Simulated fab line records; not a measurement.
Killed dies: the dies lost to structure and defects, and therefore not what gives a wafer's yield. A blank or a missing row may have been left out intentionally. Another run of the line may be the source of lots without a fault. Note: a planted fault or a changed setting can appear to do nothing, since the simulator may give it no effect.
Problem report, 8D (eight disciplines) form, completed by code | flow n5_finfet | the parts of the form that need people (team, actions taken, sign-off) are left out

## 1. WHAT IS WRONG
RS_SD_P at N5_SD_ACTIVATION_RS_MEAS_03 reads a mean of 50.4 ohm/sq on 6 wafers of 2 lots; wafers without a fault read 56.1 ohm/sq with a standard deviation of 0.99. That is -5.7 standard deviations from the usual mean.
The step: measures by four-point-probe.
First seen on wafer L791.1, day 8 03:56, on film_metro-01. The record holds 30 wafers of 10 lots with a number at this step. Rule for "out", or "out of limits": more than 4 standard deviations from the usual mean. The rest of the wafers with a number are treated as sound.

## 2. WHAT IT IS, AND WHAT IT ISN'T
question                    | is                           | is not
which readings at this step | RS_SD_P                      | RS_SD_N
which lots                  | L791, L792                   | L772, L774, L777, L779, L784, L785, L787, L795
which wafers of those lots  | all that have a number       | -
read on which gauges        | film_metro-01, film_metro-02 | -
when                        | from day 8 03:56             | up to then (21 sound wafers); but 3 sound wafers of L795 came after

## 3. SUSPECTS, AND WHAT RULES EACH OUT
Counting: any tool at a process step up to the reading is kept as a suspect provided that every lot that is out went through it and no sound lot did after the first of them.
- the gauge at N5_SD_ACTIVATION_RS_MEAS_03 is ruled out. Those wafers that are out were read across 2 gauges (film_metro-01, film_metro-02).
- epi_rpcvd-02 at N5_SD_EPI_P_EPI_21 (deposits SiGe:B, time 355 s): kept. Every lot that is out went through it, starting with L791 (day 8 01:08), and after that it ran no sound lot; the last sound lot it ran before then is L787 (day 7 02:12).
After counting, what remains is epi_rpcvd-02 at N5_SD_EPI_P_EPI_21.

## 4. THE CAUSE (what the simulator had put in)
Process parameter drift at N5_SD_EPI_P_EPI_21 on epi_rpcvd-02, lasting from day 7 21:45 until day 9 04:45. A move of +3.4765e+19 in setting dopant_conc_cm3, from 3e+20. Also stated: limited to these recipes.
After counting, this tool was the only one left.

## 5. THE EFFECT CHAIN, in route order
One row per reading whose mean, taken over the struck wafers that have a number, lies over 3 standard deviations from the usual. Scope: only readings with a usual standard deviation given in the record; hours: median across lots of the time from each lot's start at the first step in this table that gives one to its start at this step; sigmas: change in usual standard deviations.
hours | step                        | reading    | usual        | on struck wafers | change | sigmas
0     | N5_SD_ACTIVATION_RS_MEAS_03 | RS_SD_P    | 56.1 ohm/sq  | 50.4             | -5.7   | -5.7
119   | N5_BEOL_M4_RC_MEAS_101      | RC_DENSE_P | 23.8 ohm.um  | 22.1             | -1.7   | -4.3
119   | N5_BEOL_M4_RC_MEAS_101      | RC_P       | 19.4 ohm.um  | 18.0             | -1.4   | -4.4
119   | N5_BEOL_M4_RC_MEAS_101      | REXT_P     | 100.5 ohm.um | 92.5             | -8.0   | -3.8
119   | N5_BEOL_M4_RC_MEAS_101      | RS_SD_P    | 65.8 ohm/sq  | 59.7             | -6.1   | -5.5
Later steps that measure or inspect, where all struck wafers having a row at the step show a number for every such reading and not one has moved that far: N5_SD_ACTIVATION_INSPECT_02.

## 6. HOW IT WOULD HAVE BEEN CAUGHT EARLIER
In this record the first reading out of limits at a measuring or inspecting step was taken at day 8 03:56, 6 hours after the fault began at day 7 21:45.
No tool reading at N5_SD_EPI_P_EPI_21 that has a usual standard deviation in the record was out on any struck wafer, so an alarm limit of 4 standard deviations on those readings would not have fired.
Among the 2 lots that are out, L792 began N5_SD_EPI_P_EPI_21 on epi_rpcvd-02 after day 8 03:56. A tool hold placed at that time would have kept it from harm.
